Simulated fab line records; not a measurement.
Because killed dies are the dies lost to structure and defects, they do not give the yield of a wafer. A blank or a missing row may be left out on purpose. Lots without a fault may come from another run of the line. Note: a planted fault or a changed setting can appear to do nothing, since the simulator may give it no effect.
The tool behind it: which one? | flow n5_finfet | 21 lots with 63 wafers sampled at 5 steps, on a route of 1938 steps

== WHAT EACH GAUGE READ, for each wafer ==
N5_DUMMY_GATE_CD_MEAS_50: the cd target is 14 nm. Usual: cd_nm reads 14.1 nm (standard deviation 0.53).
lot  | measured    | on        | cd_nm (nm)     | flag
L074 | day 3 03:11 | cd_sem-02 | 14.5 14.7 14.4 |
L075 | day 3 09:17 | cd_sem-02 | 14.5 13.6 14.4 |
L076 | day 3 18:48 | cd_sem-02 | 14.1 14.1 13.8 |
L077 | day 3 22:43 | cd_sem-02 | 14.0 13.4 13.7 |
L078 | day 4 02:37 | cd_sem-01 | 14.7 14.5 14.6 |
L079 | day 4 05:37 | cd_sem-01 | 14.4 15.2 13.5 |
L080 | day 4 10:39 | cd_sem-02 | 13.5 13.4 13.3 |
L081 | day 4 16:06 | cd_sem-02 | 13.9 15.0 14.0 |
L082 | day 4 21:20 | cd_sem-02 | 13.1 13.9 14.0 |
L083 | day 5 06:30 | cd_sem-01 | 14.1 13.7 13.3 |
L084 | day 5 12:58 | cd_sem-02 | 15.1 14.1 14.4 |
L085 | day 5 21:37 | cd_sem-02 | 15.3 13.8 14.1 |
L087 | day 6 06:50 | cd_sem-01 | 14.8 13.4 14.2 |
L090 | day 6 21:26 | cd_sem-02 | 14.5 14.1 14.9 |
L091 | day 7 03:47 | cd_sem-01 | 14.0 14.4 13.9 |
L092 | day 7 10:20 | cd_sem-01 | 15.1 12.9 15.1 |
L093 | day 7 16:53 | cd_sem-01 | 13.3 14.2 14.1 |
L094 | day 7 23:56 | cd_sem-01 | 14.6 13.9 14.1 |
L095 | day 8 06:41 | cd_sem-02 | 14.0 14.2 13.8 |
L096 | day 8 10:07 | cd_sem-01 | 14.1 14.0 14.1 |
L097 | day 8 16:50 | cd_sem-02 | 13.6 13.5 13.1 |

== WHICH TOOL RAN EACH LOT (tool, then ch and the chambers of the sampled wafers, then the start) ==
lot  | N5_DUMMY_GATE_ALD_02             | N5_DUMMY_GATE_DESCUM_20           | N5_DUMMY_GATE_ETCH_29             | N5_DUMMY_GATE_STRIP_40
L074 | ald_sin-03 ch 0,1,3, day 2 15:55 | rie_diel-04 ch 1,2,3, day 3 02:49 | rie_diel-04 ch 1,2,3, day 3 02:53 | rie_diel-04 ch 2,3, day 3 03:08
L075 | ald_sin-04 ch 1,2,3, day 2 18:40 | rie_diel-03 ch 2,3, day 3 08:55   | rie_diel-03 ch 2,3, day 3 08:58   | rie_diel-01 ch 1,2, day 3 09:14
L076 | ald_sin-03 ch 0,2,3, day 3 00:46 | rie_diel-03 ch 1,2,3, day 3 18:25 | rie_diel-03 ch 1,2,3, day 3 18:29 | rie_diel-03 ch 2,3, day 3 18:44
L077 | ald_sin-04 ch 1,3, day 3 07:39   | rie_diel-01 ch 0,1,3, day 3 22:20 | rie_diel-01 ch 0,1,3, day 3 22:24 | rie_diel-04 ch 1,2, day 3 22:40
L078 | ald_sin-03 ch 1,2,3, day 3 13:12 | rie_diel-01 ch 0,1,2, day 4 02:14 | rie_diel-01 ch 0,1,2, day 4 02:17 | rie_diel-01 ch 0,1,2, day 4 02:33
L079 | ald_sin-04 ch 0,2,3, day 3 18:51 | rie_diel-03 ch 0,1,2, day 4 05:14 | rie_diel-03 ch 0,1,2, day 4 05:18 | rie_diel-03 ch 0,1,3, day 4 05:34
L080 | ald_sin-03 ch 2,3, day 4 01:27   | rie_diel-03 ch 0,1,2, day 4 10:16 | rie_diel-03 ch 0,1,2, day 4 10:20 | rie_diel-03 ch 1,2,3, day 4 10:35
L081 | ald_sin-03 ch 0,1,2, day 4 06:41 | rie_diel-04 ch 1,2, day 4 15:34   | rie_diel-04 ch 1,2, day 4 15:38   | rie_diel-01 ch 0,2, day 4 16:03
L082 | ald_sin-04 ch 0,1,3, day 4 12:17 | rie_diel-03 ch 1,2, day 4 20:57   | rie_diel-03 ch 1,2, day 4 21:01   | rie_diel-03 ch 1,2, day 4 21:17
L083 | ald_sin-03 ch 0,1,2, day 4 21:26 | rie_diel-03 ch 1,3, day 5 06:07   | rie_diel-03 ch 1,3, day 5 06:11   | rie_diel-03 ch 2,3, day 5 06:27
L084 | ald_sin-03 ch 1,2,3, day 5 03:50 | rie_diel-04 ch 1,3, day 5 12:29   | rie_diel-04 ch 1,3, day 5 12:35   | rie_diel-01 ch 0,1, day 5 12:55
L085 | ald_sin-01 ch 2,3, day 5 12:34   | rie_diel-03 ch 0,2,3, day 5 21:13 | rie_diel-03 ch 0,2,3, day 5 21:17 | rie_diel-01 ch 0,1,3, day 5 21:34
L087 | ald_sin-01 ch 1,2,3, day 5 18:37 | rie_diel-01 ch 1,2,3, day 6 06:22 | rie_diel-01 ch 1,2,3, day 6 06:26 | rie_diel-01 ch 0,2,3, day 6 06:47
L090 | ald_sin-04 ch 0,1,3, day 6 12:22 | rie_diel-04 ch 0,1,2, day 6 20:53 | rie_diel-04 ch 0,1,2, day 6 20:58 | rie_diel-03 ch 0,1, day 6 21:23
L091 | ald_sin-01 ch 1,2,3, day 6 18:46 | rie_diel-03 ch 0,1,3, day 7 03:24 | rie_diel-03 ch 0,1,3, day 7 03:28 | rie_diel-01 ch 0,2, day 7 03:43
L092 | ald_sin-03 ch 1,2,3, day 7 01:27 | rie_diel-03 ch 0,1,2, day 7 09:58 | rie_diel-03 ch 0,1,2, day 7 10:02 | rie_diel-01 ch 1,2,3, day 7 10:17
L093 | ald_sin-04 ch 1,2, day 7 07:52   | rie_diel-01 ch 1,2,3, day 7 16:31 | rie_diel-01 ch 1,2,3, day 7 16:35 | rie_diel-01 ch 2,3, day 7 16:50
L094 | ald_sin-04 ch 1,3, day 7 14:56   | rie_diel-03 ch 1,2,3, day 7 23:29 | rie_diel-03 ch 1,2,3, day 7 23:34 | rie_diel-01 ch 1,2, day 7 23:53
L095 | ald_sin-01 ch 0,1,2, day 7 20:25 | rie_diel-03 ch 1,2,3, day 8 06:19 | rie_diel-03 ch 1,2,3, day 8 06:22 | rie_diel-03 ch 0,1,2, day 8 06:38
L096 | ald_sin-04 ch 0,1,3, day 8 00:44 | rie_diel-04 ch 0,1,2, day 8 09:38 | rie_diel-04 ch 0,1,2, day 8 09:42 | rie_diel-04 ch 0,1, day 8 10:04
L097 | ald_sin-03 ch 0,2, day 8 07:56   | rie_diel-01 ch 1,3, day 8 16:28   | rie_diel-01 ch 1,3, day 8 16:31   | rie_diel-04 ch 0,2, day 8 16:47
- N5_DUMMY_GATE_ALD_02: deposits SiO2, target thk 2 nm, pulse time 1 s.
- N5_DUMMY_GATE_DESCUM_20: chemistry O2, time 6.2 s.
- N5_DUMMY_GATE_ETCH_29: etches underlayer in N2/H2, target depth 13 nm.
- N5_DUMMY_GATE_STRIP_40: strips in CF4.

== AS READ BY THE TOOLS THEMSELVES (means over the sampled wafers that have a number; for cases with no such wafer, the mark the record gives instead) ==
N5_DUMMY_GATE_ALD_02. Usual: heater_power_w 458 W, standard deviation 60; precursor_pulse_height_rel 0.999, standard deviation 0.021; susceptor_temp_C 299.99 C, standard deviation 0.19.
lot  | tool       | heater_power_w (W) | precursor_pulse_height_rel | susceptor_temp_C (C) | flag
L074 | ald_sin-03 | 459                | 1.014                      | 300.01               |
L075 | ald_sin-04 | 432                | 1.020                      | 299.96               |
L076 | ald_sin-03 | 496                | 0.997                      | 300.02               |
L077 | ald_sin-04 | 442                | 1.000                      | 300.09               |
L078 | ald_sin-03 | 458                | 0.984                      | 300.09               |
L079 | ald_sin-04 | 394                | 1.009                      | 299.94               |
L080 | ald_sin-03 | 445                | 0.993                      | 299.91               |
L081 | ald_sin-03 | 509                | 1.002                      | 299.83               |
L082 | ald_sin-04 | 416                | 0.989                      | 300.08               |
L083 | ald_sin-03 | 505                | 0.978                      | 299.94               |
L084 | ald_sin-03 | 454                | 0.994                      | 300.01               |
L085 | ald_sin-01 | 478                | 1.012                      | 299.96               |
L087 | ald_sin-01 | 472                | 1.007                      | 299.91               |
L090 | ald_sin-04 | 407                | 1.007                      | 299.78               |
L091 | ald_sin-01 | 469                | 1.004                      | 300.02               |
L092 | ald_sin-03 | 449                | 0.994                      | 300.04               |
L093 | ald_sin-04 | 455                | 1.002                      | 299.70               |
L094 | ald_sin-04 | 415                | 0.987                      | 299.97               |
L095 | ald_sin-01 | 472                | 1.005                      | 299.89               |
L096 | ald_sin-04 | 411                | 0.986                      | 300.01               |
L097 | ald_sin-03 | 544                | 0.991                      | 300.01               |

N5_DUMMY_GATE_DESCUM_20. Usual: chamber_pressure_mTorr 20.001 mTorr, standard deviation 0.018; drypump_motor_current_A 5.5 A, standard deviation 0.47; oes_product_au 0.81 a.u., standard deviation 0.087; rf_vpp_V 243.1 V, standard deviation 1.3; showerhead_plenum_p_Torr 2.08 Torr, standard deviation 0.062; throttle_valve_pct 20.46 %, standard deviation 0.2.
lot  | tool        | chamber_pressure_mTorr (mTorr) | drypump_motor_current_A (A) | oes_product_au (a.u.) | rf_vpp_V (V) | showerhead_plenum_p_Torr (Torr) | throttle_valve_pct (%) | flag
L074 | rie_diel-04 | 20.008                         | 5.6                         | 0.79                  | 243.3        | 2.07                            | 20.43                  |
L075 | rie_diel-03 | 20.010                         | 5.5                         | 0.87                  | 244.0        | 2.09                            | 20.31                  |
L076 | rie_diel-03 | 19.993                         | 5.6                         | 0.84                  | 243.8        | 2.09                            | 20.45                  |
L077 | rie_diel-01 | 20.017                         | 5.3                         | 0.72                  | 242.6        | 2.05                            | 20.65                  |
L078 | rie_diel-01 | 20.017                         | 5.3                         | 0.72                  | 242.4        | 2.01                            | 20.69                  |
L079 | rie_diel-03 | 19.998                         | 5.2                         | 0.76                  | 242.7        | 2.06                            | 20.47                  |
L080 | rie_diel-03 | 19.985                         | 5.2                         | 0.77                  | 242.0        | 2.06                            | 20.46                  |
L081 | rie_diel-04 | 19.996                         | 5.1                         | 0.76                  | 242.7        | 2.03                            | 20.40                  |
L082 | rie_diel-03 | 19.997                         | 5.2                         | 0.80                  | 242.8        | 2.11                            | 20.43                  |
L083 | rie_diel-03 | 19.994                         | 5.8                         | 0.78                  | 244.2        | 2.08                            | 20.61                  |
L084 | rie_diel-04 | 19.988                         | 5.9                         | 0.80                  | 242.4        | 2.10                            | 20.49                  |
L085 | rie_diel-03 | 19.997                         | 5.4                         | 0.89                  | 243.8        | 2.12                            | 20.29                  |
L087 | rie_diel-01 | 20.005                         | 5.4                         | 0.81                  | 242.9        | 2.08                            | 20.46                  |
L090 | rie_diel-04 | 20.000                         | 5.2                         | 0.83                  | 242.9        | 2.07                            | 20.38                  |
L091 | rie_diel-03 | 19.991                         | 5.6                         | 0.83                  | 244.1        | 2.12                            | 20.44                  |
L092 | rie_diel-03 | 19.993                         | 5.2                         | 0.83                  | 244.2        | 2.14                            | 20.42                  |
L093 | rie_diel-01 | 20.002                         | 5.4                         | 0.89                  | 242.5        | 2.07                            | 20.35                  |
L094 | rie_diel-03 | 20.006                         | 5.6                         | 0.80                  | 243.0        | 2.08                            | 20.50                  |
L095 | rie_diel-03 | 20.015                         | 5.6                         | 0.79                  | 242.8        | 2.08                            | 20.50                  |
L096 | rie_diel-04 | 19.993                         | 5.2                         | 0.81                  | 242.8        | 2.06                            | 20.40                  |
L097 | rie_diel-01 | 20.008                         | 5.4                         | 0.87                  | 243.0        | 2.10                            | 20.31                  |

N5_DUMMY_GATE_ETCH_29. Usual: chamber_pressure_mTorr 30.00 mTorr (standard deviation 0.03); drypump_motor_current_A 5.5 A (standard deviation 0.48); n2_flow_sccm 200.1 sccm (standard deviation 0.66); oes_product_au 0.81 a.u. (standard deviation 0.089); rf_vpp_V 523.6 V (standard deviation 2.2); showerhead_plenum_p_Torr 2.52 Torr (standard deviation 0.073); throttle_valve_pct 17.90 % (standard deviation 0.26).
lot  | tool        | chamber_pressure_mTorr (mTorr) | drypump_motor_current_A (A) | n2_flow_sccm (sccm) | oes_product_au (a.u.) | rf_vpp_V (V) | showerhead_plenum_p_Torr (Torr) | throttle_valve_pct (%) | flag
L074 | rie_diel-04 | 30.03                          | 5.6                         | 200.4               | 0.79                  | 524.0        | 2.53                            | 17.98                  |
L075 | rie_diel-03 | 30.00                          | 5.5                         | 200.2               | 0.87                  | 524.2        | 2.56                            | 17.81                  |
L076 | rie_diel-03 | 29.99                          | 5.6                         | 200.1               | 0.85                  | 523.8        | 2.54                            | 17.91                  |
L077 | rie_diel-01 | 30.02                          | 5.3                         | 200.8               | 0.72                  | 522.1        | 2.48                            | 17.99                  |
L078 | rie_diel-01 | 29.99                          | 5.3                         | 200.7               | 0.71                  | 521.9        | 2.44                            | 18.08                  |
L079 | rie_diel-03 | 30.02                          | 5.2                         | 200.0               | 0.77                  | 523.4        | 2.50                            | 17.88                  |
L080 | rie_diel-03 | 29.99                          | 5.2                         | 199.6               | 0.78                  | 523.1        | 2.49                            | 17.88                  |
L081 | rie_diel-04 | 30.00                          | 5.1                         | 199.5               | 0.75                  | 522.2        | 2.47                            | 17.93                  |
L082 | rie_diel-03 | 29.97                          | 5.2                         | 199.4               | 0.82                  | 524.4        | 2.56                            | 17.93                  |
L083 | rie_diel-03 | 29.99                          | 5.8                         | 201.1               | 0.79                  | 523.4        | 2.52                            | 18.03                  |
L084 | rie_diel-04 | 29.99                          | 5.9                         | 200.1               | 0.80                  | 522.9        | 2.55                            | 17.92                  |
L085 | rie_diel-03 | 29.98                          | 5.4                         | 200.4               | 0.90                  | 524.9        | 2.58                            | 17.67                  |
L087 | rie_diel-01 | 30.01                          | 5.4                         | 200.5               | 0.81                  | 523.6        | 2.50                            | 17.81                  |
L090 | rie_diel-04 | 30.02                          | 5.2                         | 200.6               | 0.82                  | 523.3        | 2.53                            | 17.91                  |
L091 | rie_diel-03 | 29.98                          | 5.6                         | 199.8               | 0.85                  | 524.8        | 2.56                            | 17.79                  |
L092 | rie_diel-03 | 30.00                          | 5.2                         | 200.1               | 0.84                  | 526.1        | 2.59                            | 17.80                  |
L093 | rie_diel-01 | 29.99                          | 5.4                         | 199.5               | 0.89                  | 522.9        | 2.49                            | 17.66                  |
L094 | rie_diel-03 | 29.99                          | 5.6                         | 200.3               | 0.80                  | 523.9        | 2.52                            | 17.96                  |
L095 | rie_diel-03 | 30.01                          | 5.6                         | 200.1               | 0.80                  | 523.4        | 2.52                            | 17.97                  |
L096 | rie_diel-04 | 30.01                          | 5.2                         | 200.1               | 0.81                  | 523.3        | 2.52                            | 17.91                  |
L097 | rie_diel-01 | 29.96                          | 5.4                         | 200.2               | 0.88                  | 523.6        | 2.52                            | 17.59                  |

N5_DUMMY_GATE_STRIP_40. Usual: chamber_pressure_mTorr 50.00 mTorr, standard deviation 0.052; drypump_motor_current_A 5.4 A, standard deviation 0.43; oes_product_au 0.79 a.u., standard deviation 0.093; rf_vpp_V 270.7 V, standard deviation 1.5; showerhead_plenum_p_Torr 1.77 Torr, standard deviation 0.058; throttle_valve_pct 13.63 %, standard deviation 0.23.
lot  | tool        | chamber_pressure_mTorr (mTorr) | drypump_motor_current_A (A) | oes_product_au (a.u.) | rf_vpp_V (V) | showerhead_plenum_p_Torr (Torr) | throttle_valve_pct (%) | flag
L074 | rie_diel-04 | 49.96                          | 5.3                         | 0.74                  | 269.5        | 1.72                            | 13.47                  |
L075 | rie_diel-01 | 49.99                          | 5.2                         | 0.75                  | 269.3        | 1.74                            | 13.73                  |
L076 | rie_diel-03 | 50.00                          | 5.5                         | 0.86                  | 270.8        | 1.81                            | 13.54                  |
L077 | rie_diel-04 | 50.01                          | 5.3                         | 0.79                  | 271.1        | 1.77                            | 13.55                  |
L078 | rie_diel-01 | 50.03                          | 5.2                         | 0.71                  | 270.5        | 1.73                            | 13.81                  |
L079 | rie_diel-03 | 49.98                          | 5.6                         | 0.77                  | 268.9        | 1.76                            | 13.70                  |
L080 | rie_diel-03 | 50.02                          | 5.6                         | 0.81                  | 270.6        | 1.80                            | 13.64                  |
L081 | rie_diel-01 | 50.03                          | 5.4                         | 0.68                  | 269.6        | 1.72                            | 13.89                  |
L082 | rie_diel-03 | 50.01                          | 5.3                         | 0.80                  | 270.6        | 1.82                            | 13.68                  |
L083 | rie_diel-03 | 50.03                          | 5.4                         | 0.84                  | 271.7        | 1.81                            | 13.57                  |
L084 | rie_diel-01 | 49.99                          | 5.2                         | 0.71                  | 269.6        | 1.71                            | 13.92                  |
L085 | rie_diel-01 | 50.00                          | 5.3                         | 0.71                  | 270.7        | 1.76                            | 13.83                  |
L087 | rie_diel-01 | 50.00                          | 5.5                         | 0.78                  | 270.4        | 1.77                            | 13.65                  |
L090 | rie_diel-03 | 49.98                          | 5.4                         | 0.80                  | 271.8        | 1.84                            | 13.70                  |
L091 | rie_diel-01 | 49.98                          | 5.4                         | 0.77                  | 269.2        | 1.72                            | 13.74                  |
L092 | rie_diel-01 | 50.00                          | 5.4                         | 0.88                  | 271.2        | 1.77                            | 13.40                  |
L093 | rie_diel-01 | 49.96                          | 5.6                         | 0.94                  | 271.4        | 1.82                            | 13.21                  |
L094 | rie_diel-01 | 50.05                          | 5.2                         | 0.80                  | 269.7        | 1.73                            | 13.61                  |
L095 | rie_diel-03 | 50.00                          | 5.2                         | 0.81                  | 272.3        | 1.84                            | 13.62                  |
L096 | rie_diel-04 | 50.00                          | 5.4                         | 0.87                  | 272.7        | 1.82                            | 13.51                  |
L097 | rie_diel-04 | 49.95                          | 4.9                         | 0.78                  | 270.0        | 1.73                            | 13.47                  |

== THE ANSWER, worked out from the rows above alone ==
Rule: take the mean of a lot's wafers that have a number; if it is more than 3 standard deviations from the usual mean, the lot is off. A lot without any number at a reading at which 4 lots or more have one is off too. Where the step has rows for the other lots, those lots are counted as sound. The gauges are gone through in route order, then the tools' own readings, and for those a lot's mean is taken as printed above. The first step at which some lot is off is used, and at that step the reading that is off furthest; a lot without a number counts as furthest.
No lot is off on any of the readings shown, so nothing can be concluded from this.

== WHAT THE SIMULATOR HAD PUT IN ==
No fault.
